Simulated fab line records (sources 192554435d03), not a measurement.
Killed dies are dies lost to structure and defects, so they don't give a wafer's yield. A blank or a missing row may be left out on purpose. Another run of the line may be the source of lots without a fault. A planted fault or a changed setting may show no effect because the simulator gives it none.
Comparing a struck lot with a sound one | flow n5_finfet | 23 steps out of a route of 1938
Sound: the wafers L800.1, L800.5, L800.6. Wafers struck: L798.1, L798.2, L798.5. The cause is given at the end.
Order at every step that has rows: each side's tool, ch and its chambers, its first start. Under that, the readings that differ: sound wafers | struck wafers | difference of the means | sigmas: that difference in standard deviations of wafers without a fault.
alike: readings whose means differ by less than 2 such deviations, and words and numbers that are the same on both sides. not compared: withheld readings, readings that some wafer has no value for, bounds like >300 that may hide the same value, and numbers for which the record gives no deviation and whose values overlap.
Wherever a step has rows on one side only, a row that says differs or no value, or a row with sigmas, the two part there. When numbers do not overlap yet have no deviation, they are printed without sigmas and do not part them. A reading that every wafer of one side lacks parts them only if that side has two wafers or more.

first, 1 step without rows for these wafers: N5_STI_FIN_REVEAL_CMP_04 (polishes, stops on Si3N4, t overpolish 4 s, target thk 131.83 nm).
N5_STI_FIN_REVEAL_THK_MEAS_05:
  sound on film_metro-02 at day 7 15:44; struck on film_metro-02 at day 7 05:07
  alike: thk_nm
N5_STI_FIN_REVEAL_DENSIFY_30:
  sound on rtp_anneal-02 ch 0, day 7 15:45; struck on rtp_anneal-02 ch 0, day 7 05:09
  alike: lamp_power_pct, lamp_zone_4_pct
  not compared: wafer_temp_C_max
N5_STI_FIN_REVEAL_ETCHBACK_08: etches SiO2 in C4F6/O2, target depth 30.5 nm, time 10.167 s.
  sound on rie_diel-02 ch 0,1,2, day 7 15:58; struck on rie_diel-05 ch 0,1,2, day 7 05:22
  alike: C4F6_flow_sccm, drypump_motor_current_A, mfc_ar_sccm, oes_product_au, rf_vpp_V, showerhead_plenum_p_Torr, throttle_valve_pct
  not compared: rf_hours_counter_h
N5_STI_FIN_REVEAL_STRIP_24: strips in N2/H2, time 90 s.
  sound on rie_diel-02 ch 0,1,2, day 7 16:00; struck on rie_diel-05 ch 0,1,2, day 7 05:23
  alike: drypump_motor_current_A, oes_product_au, rf_vpp_V, showerhead_plenum_p_Torr, throttle_valve_pct
  not compared: rf_hours_counter_h
then, 4 steps without rows for these wafers: N5_STI_FIN_REVEAL_PRECLEAN_25 (cleans in SPM, time 90 s); N5_STI_FIN_REVEAL_PRECLEAN_26 (cleans in SC1, time 45 s); N5_STI_FIN_REVEAL_PRECLEAN_29 (cleans in DHF, time 30 s); N5_STI_FIN_REVEAL_SRD_12 (time 30 s).
N5_STI_FIN_REVEAL_RECESS_09: chemistry HF/NH3, target SiO2, afs cycles 11, target depth 42.5 nm, sublimation time 60 s.
  sound on vapor_etch-01 ch 0,1, day 7 16:13; struck on vapor_etch-02 ch 0,1, day 7 05:37
  alike: drypump_motor_current_A
then, 2 steps without rows for these wafers: N5_STI_FIN_REVEAL_STRIP_16 (strips SiNx in H3PO4, target depth 23.8 nm); N5_STI_FIN_REVEAL_PRECLEAN_17 (cleans in NF3:NH3, afs cycles 1, time 20 s, sublimation time 60 s).
N5_STI_FIN_REVEAL_ETCH_34: etches Si in H2, material Si, target depth 0.97 nm.
  sound on rie_si-05 ch 0,1, day 7 18:19; struck on rie_si-04 ch 0,2,3, day 7 07:44
  no value came back on the struck wafers for any of 5 readings (bias_w (W), chamber_pressure_mTorr (mTorr) and others); on the sound wafers bias_w (W) reads 0 0 0
  not compared: rf_hours_counter_h
then, 4 steps without rows for these wafers: N5_STI_FIN_REVEAL_OXIDATION_31 (chemistry O2 PLASMA REMOTE, time 20 s); N5_STI_FIN_REVEAL_PRECLEAN_32 (cleans in NF3:NH3, afs cycles 1, time 20 s, sublimation time 60 s); N5_STI_FIN_REVEAL_STRIP_35 (strips Si3N4 in H3PO4, target depth 4 nm, time 39 s); N5_STI_FIN_REVEAL_SRD_21 (time 30 s).
N5_STI_FIN_REVEAL_OXIDATION_33: chemistry O2 PLASMA REMOTE, time 20 s.
  sound on plasma_asher-02 ch 0,1, day 7 18:43; struck on plasma_asher-02 ch 0,1, day 7 08:08
  alike: drypump_motor_current_A, heater_power_w
  not compared: rf_hours_counter_h
then, 2 steps without rows for these wafers: N5_STI_FIN_REVEAL_CLEAN_19 (cleans in O3/DIW, time 120 s); N5_STI_FIN_REVEAL_SRD_23 (time 30 s).
N5_STI_FIN_REVEAL_CD_MEAS_22: target cd 6.238 nm, pitch 28 nm.
  sound on cd_sem-01 at day 7 18:53; struck on cd_sem-02 at day 7 08:19
  reading    | sound          | struck         | difference | sigmas
  cd_nm (nm) | 6.45 6.43 6.43 | 8.06 7.79 8.00 | +1.51      | +6
N5_STI_FIN_REVEAL_FIN_H_MEAS_10:
  sound on ocd-02 at day 7 18:55; struck on ocd-02 at day 7 08:20
  alike: trench_depth_nm
-- here the record skips 10 days between the struck wafers' starts before and after, leaving off in module STI_FIN_REVEAL and picking up in module PASSIVATION (first step shown: number 1936 of the route) --
N5_PASSIVATION_PROBE_49:
  sound on prober-01 at day 18 02:43; struck on prober-01 at day 17 15:07
  reading         | sound | struck | difference | sigmas
  killed_at_other | 0 1 3 | 13 8 6 | +8         | +2
  alike: killed_at_M0_to_M3, killed_at_M4_up, killed_at_contacts, killed_at_front_end, killed_dies, killed_open, killed_short

== WHERE THEY PART ==
Earliest at N5_STI_FIN_REVEAL_ETCH_34; latest, in this record, at N5_PASSIVATION_PROBE_49.

WHY: what the simulator had put in
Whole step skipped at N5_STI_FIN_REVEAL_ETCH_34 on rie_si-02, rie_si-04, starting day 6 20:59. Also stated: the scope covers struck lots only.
